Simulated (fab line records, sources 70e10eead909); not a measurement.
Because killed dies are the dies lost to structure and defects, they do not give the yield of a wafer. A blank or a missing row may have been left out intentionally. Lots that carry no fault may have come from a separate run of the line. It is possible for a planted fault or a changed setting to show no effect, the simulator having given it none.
fab line records ; flow nand-harc
record: lots: 12; wafers: 36; last-day: 24
route steps=1159 shown A_STAIRCASE@533 END@1159
lots that met no fault: from a run of the same line without faults
start-h: the number of hours between the record's first day and the start of the first shown wafer of the lot ; wait-h: hours elapsed since this lot's preceding step ; " repeats the value in the row above ; L1.1+2: a row that stands for several wafers ; - no value present, or no start provided ; * or withheld: withheld ; < > ~ a bound
route shown NAME@n: NAME is a module with steps in the file, n the number in the route of the first one ; usual: the fault-free wafers' mean and standard deviation ; same: alike in all rows ; chamber/n: place in a boat ; sites: per-site readings ; _std_site: standard deviation of those values ; _edge_site: outer sites' mean less inner sites' ; radius-mm: how far each site lies from the wafer's centre ; mask NAME#n: copy n ; behind: tool/chamber where the wafer was last shaped ; hold: the reason the lot was held/the length of the hold in hours/how it ended ; device: the n, p or np transistor that did not switch ; end of line: tests run on the same wafers once the route is complete ; for a step that has no rows: nothing shown but its recipe ; killed: the dies lost at the first sort to structure and to defects; this is not the yield of the wafer ; map: shows each die of a wafer: x if killed, . if not, _ if none is there
set.NAME: the setting the step ran with; set.NAME@STEP: the setting that earlier step ran with ; model.NAME: the simulator's own value behind a step, which no gauge read
route steps across a sampled set of lots; one table per step, one row per wafer
services: from which hour (start-h, from the record's first day; less than 0 if before it) a tool's chamber was out of use, for how many hours, and why
== steps ==
step: NHARC_A_STAIRCASE_STRIP_171
recipe: power-w: 1500; temp-c: 250; chemistry: O2
usual: drypump-motor-current-A: 6.2/0.33; heater-power-w: 311/38
lot.wafer;tool;chamber;start-h;wait-h;drypump-motor-current-A;heater-power-w;rf-hours-counter-h
L530.2;plasma-asher-02;0;253.61;-;5.7;275;20
L530.3;plasma-asher-02;0;253.61;-;5.7;270;-
L530.5;plasma-asher-02;0;253.61;-;5.6;271;-
L528.2;plasma-asher-01;0;253.83;-;6.4;373;50
L528.4;plasma-asher-01;0;253.83;-;6.4;380;-
L528.5;plasma-asher-01;0;253.83;-;6.4;373;-
L532.2;plasma-asher-02;0;263.94;-;5.7;273;24
L532.4;plasma-asher-02;1;263.94;-;6.1;289;-
L532.6;plasma-asher-02;0;263.94;-;5.7;279;-
L533.1;plasma-asher-01;1;264.01;-;6.5;340;54
L533.2;plasma-asher-01;0;264.01;-;6.5;371;54
L533.4;plasma-asher-01;1;264.01;-;6.5;329;-
L534.1;plasma-asher-02;1;280.05;-;6.1;288;26
L534.3;plasma-asher-02;1;280.05;-;6.1;292;-
L534.5;plasma-asher-02;0;280.05;-;5.7;268;-
L535.1;plasma-asher-02;0;280.62;-;5.6;270;27
L535.3;plasma-asher-02;0;280.62;-;5.7;275;-
L535.5;plasma-asher-02;1;280.62;-;6.1;286;-
L537.1;plasma-asher-01;1;300.11;-;6.5;311;5
L537.4;plasma-asher-01;1;300.11;-;6.5;317;-
L537.5;plasma-asher-01;1;300.11;-;6.5;317;-
L538.1;plasma-asher-02;1;308.16;-;6.1;287;38
L538.4;plasma-asher-02;0;308.16;-;5.7;280;-
L538.6;plasma-asher-02;0;308.16;-;5.7;281;-
L545.2;plasma-asher-01;1;336.51;-;6.5;325;16
L545.1;plasma-asher-01;0;336.51;-;6.5;363;16
L545.6;plasma-asher-01;0;336.51;-;6.4;370;-
L544.1;plasma-asher-02;0;343.90;-;5.7;280;50
L544.3;plasma-asher-02;1;343.90;-;6.1;289;-
L544.4;plasma-asher-02;0;343.90;-;5.7;264;-
L548.2;plasma-asher-01;0;360.72;-;6.5;368;23
L548.4;plasma-asher-01;0;360.72;-;6.5;369;-
L548.5;plasma-asher-01;1;360.72;-;6.5;313;-
L549.2;plasma-asher-01;1;364.12;-;6.5;320;24
L549.4;plasma-asher-01;0;364.12;-;6.5;365;-
L549.6;plasma-asher-01;0;364.12;-;6.5;358;-
step: NHARC_A_STAIRCASE_TRIM_14
recipe: time-s: 211.2; o2-flow-sccm: 500; ar-flow-sccm: 0; bias-w: 0; chemistry: O2
usual: chamber-pressure-mTorr: 60.01/0.058; drypump-motor-current-A: 5.9/0.49; oes-product-au: 0.995/0.014; rf-vpp-V: 57.9/0.98; showerhead-plenum-p-Torr: 3.51/0.18; throttle-valve-pct: 17.037/0.0086
same: bias-w: 0
lot.wafer;tool;chamber;start-h;wait-h;chamber-pressure-mTorr;drypump-motor-current-A;oes-product-au;rf-hours-counter-h;rf-vpp-V;showerhead-plenum-p-Torr;throttle-valve-pct
L530.3;rie-diel-11;2;-;-;60.06;6.1;1.000;21;58.0;3.80;17.042
L530.2;rie-diel-11;3;-;-;60.06;6.7;0.998;23;57.6;3.33;17.034
L530.5;rie-diel-11;2;-;-;59.92;6.1;0.992;-;56.9;3.80;17.025
L528.4;rie-diel-12;2;-;-;59.95;5.3;0.985;13;57.3;3.36;17.051
L528.2;rie-diel-12;3;-;-;60.01;5.5;1.004;14;57.5;3.65;17.034
L528.5;rie-diel-12;0;-;-;60.03;6.1;0.973;-;59.9;3.67;17.036
L532.4;rie-diel-11;2;-;-;59.96;6.1;0.988;27;59.2;3.79;17.028
L532.2;rie-diel-11;3;-;-;60.03;6.6;0.994;29;58.3;3.33;17.050
L532.6;rie-diel-11;3;-;-;60.03;6.6;1.001;-;57.7;3.33;17.044
L533.4;rie-diel-05;2;-;-;60.04;6.1;0.981;37;58.2;3.38;17.038
L533.1;rie-diel-05;3;-;-;60.01;6.5;1.007;36;57.9;3.30;17.028
L533.2;rie-diel-05;0;-;-;60.03;4.7;0.999;36;58.1;3.49;17.042
L534.1;rie-diel-11;1;-;-;60.02;5.7;1.008;35;57.6;3.76;17.025
L534.3;rie-diel-11;2;-;-;60.05;6.1;0.970;34;60.4;3.79;17.045
L534.5;rie-diel-11;1;-;-;60.00;5.7;1.003;-;60.3;3.76;17.042
L535.3;rie-diel-05;0;-;-;60.07;4.8;1.001;41;58.4;3.49;17.033
L535.1;rie-diel-05;2;-;-;59.97;6.1;0.983;43;57.2;3.37;17.022
L535.5;rie-diel-05;0;-;-;60.06;4.8;0.990;-;56.6;3.49;17.044
L537.1;rie-diel-05;3;-;-;60.09;6.5;1.012;48;57.1;3.29;17.045
L537.4;rie-diel-05;1;-;-;60.00;5.7;0.983;51;57.5;3.48;17.033
L537.5;rie-diel-05;0;-;-;59.94;4.8;0.998;-;59.1;3.49;17.018
L538.4;rie-diel-11;0;-;-;59.92;5.8;1.002;43;56.4;3.36;17.055
L538.1;rie-diel-11;2;-;-;59.95;6.1;0.981;46;58.2;3.78;17.051
L538.6;rie-diel-11;3;-;-;59.98;6.6;1.001;-;57.2;3.32;17.048
L545.2;rie-diel-11;1;-;-;60.04;5.7;1.027;58;59.4;3.75;17.042
L545.1;rie-diel-11;2;-;-;60.19;6.1;0.985;56;58.0;3.78;17.032
L545.6;rie-diel-11;0;-;-;59.94;5.8;0.997;-;58.1;3.35;17.049
L544.3;rie-diel-12;3;-;-;60.20;5.6;0.994;44;57.7;3.63;17.049
L544.4;rie-diel-12;0;-;-;59.99;6.1;0.970;44;58.6;3.65;17.036
L544.1;rie-diel-12;2;-;-;59.97;5.3;0.994;44;57.4;3.34;17.024
L548.4;rie-diel-05;2;-;-;60.05;6.1;0.967;3;56.1;3.36;17.046
L548.2;rie-diel-05;3;-;-;60.06;6.5;1.000;3;58.5;3.81;17.028
L548.5;rie-diel-05;2;-;-;59.97;6.1;0.970;-;57.4;3.36;17.051
L549.2;rie-diel-12;0;-;-;60.04;6.1;0.971;51;58.6;3.65;17.035
L549.4;rie-diel-12;2;-;-;59.92;5.4;0.984;53;58.6;3.34;17.019
L549.6;rie-diel-12;0;-;-;59.99;6.1;0.975;-;58.4;3.65;17.037
step: NHARC_A_STAIRCASE_TRIM_20
recipe: time-s: 211.2; o2-flow-sccm: 500; ar-flow-sccm: 0; bias-w: 0; chemistry: O2
usual: bias-w: 0/0; chamber-pressure-mTorr: 59.99/0.059; drypump-motor-current-A: 5.9/0.51; oes-product-au: 0.997/0.014; rf-vpp-V: 57.8/0.97; showerhead-plenum-p-Torr: 3.51/0.18; throttle-valve-pct: 17.038/0.0099
lot.wafer;tool;chamber;start-h;wait-h;bias-w;chamber-pressure-mTorr;drypump-motor-current-A;oes-product-au;rf-hours-counter-h;rf-vpp-V;showerhead-plenum-p-Torr;throttle-valve-pct
L530.3;rie-diel-11;3;256.32;0.1;0;60.01;6.6;0.988;24;58.0;3.33;17.028
L530.2;rie-diel-11;1;256.32;0.1;0;60.06;5.6;1.018;22;59.2;3.77;17.036
L530.5;rie-diel-11;0;256.32;0.1;0;59.96;5.8;0.992;-;58.1;3.37;17.041
L528.2;rie-diel-12;1;256.44;0.1;0;59.89;5.9;0.995;14;57.4;3.80;17.042
L528.4;rie-diel-12;2;256.44;0.1;0;59.91;5.4;0.984;14;57.7;3.36;17.045
L528.5;rie-diel-12;0;256.44;0.1;0;60.04;6.1;0.977;-;55.8;3.67;17.059
L533.4;rie-diel-05;2;266.99;0.2;0;59.91;6.1;0.992;38;58.4;3.38;17.026
L533.2;rie-diel-05;0;266.99;0.2;0;59.99;4.8;0.997;36;57.7;3.49;17.035
L533.1;rie-diel-05;1;266.99;0.2;0;60.03;5.7;0.982;37;58.0;3.48;17.050
L532.2;rie-diel-05;3;268.24;0.2;0;59.94;6.5;1.014;37;56.2;3.30;17.044
L532.4;rie-diel-05;1;268.24;0.2;0;60.05;5.7;1.000;38;57.9;3.48;17.047
L532.6;rie-diel-05;0;268.24;0.2;0;60.01;4.8;0.990;-;58.4;3.49;17.029
L534.1;rie-diel-11;1;282.70;0.1;-;-;-;-;-;-;-;-
L534.3;rie-diel-11;2;282.70;0.1;-;-;-;-;-;-;-;-
L534.5;rie-diel-11;0;282.70;0.1;-;-;-;-;-;-;-;-
L535.3;rie-diel-05;2;283.21;0.1;-;-;-;-;-;-;-;-
L535.1;rie-diel-05;1;283.21;0.1;-;-;-;-;-;-;-;-
L535.5;rie-diel-05;2;283.21;0.1;-;-;-;-;-;-;-;-
L537.1;rie-diel-12;3;302.64;0.1;0;59.99;5.6;0.996;30;59.6;3.64;17.032
L537.4;rie-diel-12;0;302.64;0.1;0;60.12;6.1;0.975;30;59.8;3.66;17.047
L537.5;rie-diel-12;3;302.64;0.1;0;59.94;5.6;0.996;-;58.3;3.64;17.053
L538.4;rie-diel-05;2;311.01;0.1;0;60.02;6.1;0.985;54;57.7;3.37;17.047
L538.1;rie-diel-05;3;311.01;0.1;0;59.95;6.5;1.009;50;57.1;3.29;17.024
L538.6;rie-diel-05;0;311.01;0.1;0;59.93;4.8;0.998;-;56.9;3.48;17.034
L545.2;rie-diel-11;0;339.16;0.1;0;60.05;5.8;0.998;53;59.4;3.35;17.042
L545.1;rie-diel-11;3;339.16;0.1;0;59.91;6.6;1.009;56;58.0;3.31;17.037
L545.6;rie-diel-11;0;339.16;0.1;0;60.01;5.8;0.993;-;58.5;3.35;17.035
L544.3;rie-diel-11;3;347.03;0.2;0;59.96;6.6;1.002;59;57.0;3.31;17.032
L544.4;rie-diel-11;0;347.03;0.2;0;60.03;5.8;1.014;56;57.0;3.35;17.038
L544.1;rie-diel-11;1;347.03;0.2;0;60.02;5.7;1.020;62;59.1;3.74;17.036
L548.4;rie-diel-05;3;363.36;0.1;0;60.08;6.5;0.992;4;56.6;3.81;17.045
L548.2;rie-diel-05;2;363.36;0.1;0;60.10;6.1;0.971;4;56.5;3.36;17.032
L548.5;rie-diel-05;3;363.36;0.1;0;60.07;6.5;1.003;-;56.7;3.81;17.058
L549.4;rie-diel-12;0;366.72;0.2;0;59.95;6.1;0.967;51;57.6;3.65;17.044
L549.2;rie-diel-12;1;366.72;0.2;0;59.95;5.9;0.976;52;59.9;3.78;17.038
L549.6;rie-diel-12;0;366.72;0.2;0;59.89;6.1;0.976;-;58.5;3.65;17.051
step: NHARC_A_STAIRCASE_ETCH_27
recipe: target-depth-a: 1000; time-s: 40.5; ion-energy-ev: 400; c4f8-flow-sccm: 20; o2-flow-sccm: 10; ar-flow-sccm: withheld; rf-w: 600; bias-w: 1000; chemistry: C4F8/O2
usual: oes-product-au: 0.938/0.013; rf-fwd-power-W: 592.5/2.7; rf-vpp-V: 895/6.6
lot.wafer;tool;chamber;start-h;wait-h;oes-product-au;rf-fwd-power-W;rf-hours-counter-h;rf-vpp-V
L528.2;rie-diel-12;3;-;-;0.931;592.1;14;899
L528.4;rie-diel-12;1;-;-;0.935;589.4;14;907
L528.5;rie-diel-12;3;-;-;0.945;598.6;-;899
L530.3;rie-diel-11;1;-;-;0.952;594.0;23;905
L530.2;rie-diel-11;0;-;-;0.944;593.7;25;889
L530.5;rie-diel-11;2;-;-;0.935;586.3;-;906
L533.1;rie-diel-05;2;-;-;0.914;592.3;39;889
L533.2;rie-diel-05;3;-;-;0.943;594.3;38;887
L533.4;rie-diel-05;0;-;-;0.946;593.4;37;894
L532.4;rie-diel-05;0;-;-;0.933;597.1;38;895
L532.2;rie-diel-05;1;-;-;0.925;589.6;39;894
L532.6;rie-diel-05;3;-;-;0.957;593.5;-;889
L534.3;rie-diel-11;3;-;-;0.942;594.2;36;887
L534.1;rie-diel-11;0;-;-;0.953;593.2;32;890
L534.5;rie-diel-11;3;-;-;0.935;595.0;-;888
L535.3;rie-diel-05;3;-;-;0.942;592.7;42;888
L535.1;rie-diel-05;0;-;-;0.936;596.6;42;895
L535.5;rie-diel-05;2;-;-;0.929;592.2;-;891
L537.1;rie-diel-12;3;-;-;0.954;596.2;30;899
L537.4;rie-diel-12;0;-;-;0.926;595.4;31;900
L537.5;rie-diel-12;0;-;-;0.924;593.0;-;901
L538.4;rie-diel-05;1;-;-;0.941;592.2;54;894
L538.1;rie-diel-05;3;-;-;0.952;593.1;51;886
L538.6;rie-diel-05;2;-;-;0.928;591.3;-;891
L545.1;rie-diel-11;0;-;-;0.941;592.2;54;890
L545.2;rie-diel-11;1;-;-;0.958;592.2;59;905
L545.6;rie-diel-11;3;-;-;0.924;596.9;-;889
L544.1;rie-diel-11;3;-;-;0.939;592.8;61;890
L544.3;rie-diel-11;0;-;-;0.951;594.1;58;889
L544.4;rie-diel-11;1;-;-;0.962;590.7;63;903
L548.4;rie-diel-05;0;-;-;0.953;596.2;4;895
L548.2;rie-diel-05;2;-;-;0.907;595.0;4;891
L548.5;rie-diel-05;0;-;-;0.963;593.1;-;894
L549.2;rie-diel-12;2;-;-;0.924;591.6;54;890
L549.4;rie-diel-12;3;-;-;0.945;597.7;53;900
L549.6;rie-diel-12;1;-;-;0.932;591.1;-;906
step: NHARC_END_SORT_01
recipe: temp-c: 25
usual: killed-at-array: 25/10; killed-at-other: 0.6/0.91; killed-at-periphery: 3.6/2.9; killed-dies: 29/10; killed-open: 3.3/2; killed-short: 1.9/1.5
same: gross-dies: 677
lot.wafer;tool;chamber;start-h;wait-h;killed-at-array;killed-at-other;killed-at-periphery;killed-dies;killed-open;killed-short
L533.1;prober-02;0;483.88;2.5;7;1;3;11;1;1
L533.4;prober-02;0;486.29;3.4;7;1;2;10;1;0
L534.1;prober-02;0;491.65;2.5;675;1;1;677;1;2
L534.3;prober-02;0;493.24;3.1;673;0;4;677;5;3
L534.5;prober-02;0;494.84;3.7;675;0;2;677;3;2
L535.1;prober-02;0;499.45;2.5;665;0;12;677;4;2
L535.3;prober-02;0;501.04;3.1;672;0;5;677;2;1
L535.5;prober-02;0;502.64;3.7;669;0;8;677;3;1
L544.1;prober-02;0;548.38;2.5;60;1;1;62;5;1
L544.3;prober-02;0;550.00;3.1;41;0;0;41;5;1
L544.4;prober-02;0;550.81;3.4;32;1;0;33;2;2
killed by level:class
L533.1 A_CHANNEL_HOLE_D1:chamber-film-flake=4 P_CONTACT:chamber-film-flake=2 A_ONON_D1:geometric-particle:short=1 A_M0:geometric-particle:open=1 P_BONDPAD:chamber-film-flake=1 A_STAIRCASE:chamber-film-flake=1 THIN_TSV:chamber-film-flake=1
L533.4 A_CHANNEL_HOLE_D1:chamber-film-flake=4 P_CONTACT:chamber-film-flake=2 A_M0:geometric-particle:open=1 A_WL_FILL:chamber-film-flake=1 A_CONTACT:chamber-film-flake=1 THIN_TSV:chamber-film-flake=1
L534.1 A_STAIRCASE:area-trim=655 A_SLIT:chamber-film-flake=10 A_STAIRCASE:chamber-film-flake=4 A_CONTACT:chamber-film-flake=3 A_ONON_D1:geometric-particle:short=1 A_BLC:geometric-particle:open=1 STARTING-WAFER:geometric-particle:short=1 P_STI:chamber-film-flake=1
L534.3 A_STAIRCASE:area-trim=657 A_SLIT:chamber-film-flake=7 A_CONTACT:geometric-particle:open=2 A_CHANNEL_HOLE_D1:chamber-film-flake=2 A_CONTACT:chamber-film-flake=2 P_CONTACT:geometric-particle:short=1 P_M0:geometric-particle:short=1 P_M0:geometric-particle:open=1
L534.5 A_STAIRCASE:area-trim=653 A_SLIT:chamber-film-flake=12 A_CONTACT:chamber-film-flake=3 A_CHANNEL_HOLE_D1:chamber-film-flake=2 A_ONON_D1:geometric-particle:open=1 A_CONTACT:geometric-particle:short=1 A_BLC:geometric-particle:open=1 A_M0:geometric-particle:open=1
L535.1 A_STAIRCASE:area-trim=646 A_CHANNEL_HOLE_D1:chamber-film-flake=7 P_CONTACT:chamber-film-flake=6 A_STAIRCASE:chamber-film-flake=5 P_STI:chamber-film-flake=3 A_WL_FILL:chamber-film-flake=2 P_M0:geometric-particle:short=1 P_M0:geometric-particle:open=1
L535.3 A_STAIRCASE:area-trim=655 A_CHANNEL_HOLE_D1:chamber-film-flake=9 P_STI:chamber-film-flake=4 A_STAIRCASE:chamber-film-flake=3 A_CONTACT:chamber-film-flake=2 A_CHANNEL_FILL_D1:geometric-particle:short=1 A_SLIT:geometric-particle:open=1 A_BLC:geometric-particle:open=1
L535.5 A_STAIRCASE:area-trim=651 P_CONTACT:chamber-film-flake=6 A_CHANNEL_HOLE_D1:chamber-film-flake=6 A_CHANNEL_FILL_D1:chamber-film-flake=4 A_STAIRCASE:chamber-film-flake=3 A_WL_FILL:chamber-film-flake=2 P_GATE:geometric-particle:short=1 A_SGD_CUT:geometric-particle:open=1
L544.1 A_CHANNEL_HOLE_D1:chamber-film-flake=26 A_SLIT:chamber-film-flake=18 A_STAIRCASE:chamber-film-flake=8 A_CONTACT:geometric-particle:open=2 A_CONTACT:chamber-film-flake=2 P_M1:geometric-particle:open=1 A_BLC:geometric-particle:open=1 A_M0:geometric-particle:short=1
L544.3 A_SLIT:chamber-film-flake=13 A_CHANNEL_HOLE_D1:chamber-film-flake=10 A_STAIRCASE:chamber-film-flake=10 A_M1:geometric-particle:open=2 A_CONTACT:chamber-film-flake=2 A_ONON_D1:geometric-particle:open=1 A_SLIT:geometric-particle:open=1 A_BLC:geometric-particle:short=1
L544.4 A_CHANNEL_HOLE_D1:chamber-film-flake=12 A_SLIT:chamber-film-flake=10 A_STAIRCASE:chamber-film-flake=5 A_CONTACT:chamber-film-flake=2 A_ONON_D1:geometric-particle:short=1 A_ONON_D1:geometric-particle:open=1 A_SGD_CUT:geometric-particle:short=1 STARTING-WAFER:geometric-particle:open=1
== services ==
tool;chamber;start-h;hours;kind
rie-diel-11;2;242.83;4.5;repair
rie-diel-05;0;246.32;-;clean
rie-diel-05;1;246.32;-;clean
rie-diel-05;2;246.32;-;clean
rie-diel-05;3;246.32;-;clean
rie-diel-11;0;259.02;6.5;repair
rie-diel-05;0;270.82;-;clean
rie-diel-05;1;270.82;-;clean
rie-diel-05;2;270.82;-;clean
rie-diel-05;3;270.82;-;clean
plasma-asher-01;-;276.05;9.0;pm
rie-diel-05;0;295.32;-;clean
rie-diel-05;1;295.32;-;clean
rie-diel-05;2;295.32;-;clean
rie-diel-05;3;295.32;-;clean
plasma-asher-01;-;306.97;4.4;repair
rie-diel-05;0;319.82;-;clean
rie-diel-05;1;319.82;-;clean
rie-diel-05;2;319.82;-;clean
rie-diel-05;3;319.82;-;clean
rie-diel-05;-;340.65;9.0;pm
rie-diel-05;0;340.65;9.0;vent-cycle
plasma-asher-02;-;360.02;9.0;pm
rie-diel-11;-;366.55;9.0;pm
== key ==
first-sign: step: NHARC_A_STAIRCASE_TRIM_20; reading: tool-record; direction: missing
effect: step: NHARC_END_SORT_01; reading: killed-dies; direction: up; sigmas: 63; usual: 29; struck: 677
more-kills-born-at: NHARC_A_STAIRCASE_TRIM_20@rie-diel-11: 1965; NHARC_A_STAIRCASE_TRIM_20@rie-diel-05: 1955
met-at NHARC_A_STAIRCASE_TRIM_20
struck-lots L534,L535
later-rows-left-out L534.1,L534.3,L534.5,L535.1,L535.3,L535.5
tester-left-out L534,L535
not-acting-at NHARC_A_STAIRCASE_STRIP_171,NHARC_A_STAIRCASE_TRIM_14,NHARC_A_STAIRCASE_ETCH_27
onset-between 268.24 282.70
fault: kind: skipped-step-whole; tool: rie-diel-05,rie-diel-11; chamber: -; onset-h: 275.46; steps: NHARC_A_STAIRCASE_TRIM_20; scope: struck-lots-only
tester-left-out: of these lots the tester's yield and bins aren't shown, on N5 and GAA mostly nor the transistor test; their killed dies are dies lost to structure and defects alone, not to doping, threshold or leakage, so they don't give the yield
later-rows-left-out: the simulator's readings of these wafers behind a module that went badly wrong aren't trusted and aren't shown, but for the sort
